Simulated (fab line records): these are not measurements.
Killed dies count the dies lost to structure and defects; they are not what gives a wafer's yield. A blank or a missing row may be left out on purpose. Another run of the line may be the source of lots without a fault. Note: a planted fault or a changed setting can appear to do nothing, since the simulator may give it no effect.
Chamber matching ; flow n5 finfet ; N5_BEOL_M9_STRIP_19 on rie diel-05 has 4 sister chambers
The step strips in O2. 14 wafers are shown with their chamber, then 7 later ones without.

WAFERS WITH THEIR CHAMBER
wafer;chamber;showerhead plenum p Torr (Torr);drypump motor current A (A);oes product au (a.u.)
L074.4;1;2.11;5.2;0.74
L074.5;2;2.08;5.9;0.71
L074.6;1;2.11;5.2;0.73
L077.1;0;2.23;5.4;0.87
L077.2;1;2.11;5.2;0.74
L077.5;2;2.08;5.8;0.70
L085.1;1;2.10;5.2;0.72
L085.2;3;2.08;5.6;0.67
L085.6;3;2.08;5.6;0.66
L083.1;3;2.08;5.6;0.65
L083.3;1;2.10;5.2;0.72
L083.4;1;2.10;5.2;0.72
L087.3;3;2.08;5.6;0.67
L087.4;0;2.23;5.4;0.86

SIGNATURES (means of the wafers above)
reading;chamber 0;chamber 1;chamber 2;chamber 3;scatter within a chamber
showerhead plenum p Torr;2.2300;2.1050;2.0800;2.0800;0.00387
drypump motor current A;5.400;5.200;5.850;5.600;0.0224
oes product au;0.8650;0.7283;0.7050;0.6625;0.00926
Rule: distance of a wafer from a chamber = root of the sum over the readings of ((wafer's reading minus chamber's mean) / reading's scatter) squared. If the next closest chamber is less than 2 further off than the closest, the wafer can't be placed; otherwise it belongs to the closest. The scatter: the root of (the sum of the squares of (reading less its chamber's mean) over the shown wafers, divided by (wafers less chambers)).

WAFERS MISSING THEIR CHAMBER
wafer;showerhead plenum p Torr (Torr);drypump motor current A (A);oes product au (a.u.)
L087.5;2.23;5.4;0.86
L086.3;2.23;5.4;0.84
L086.4;2.10;5.2;0.72
L086.5;2.08;5.6;0.65
L084.2;2.08;5.6;0.66
L084.4;2.23;5.4;0.85
L084.6;2.23;5.4;0.86

CHAMBER TAKEN BY EACH
wafer;from the rows above;in truth
L087.5;0;0
L086.3;0;0
L086.4;1;1
L086.5;3;3
L084.2;3;3
L084.4;0;0
L084.6;0;0
7 of 7 placed correctly. Left unplaced by these rows: 0. Number placed wrongly: 0.
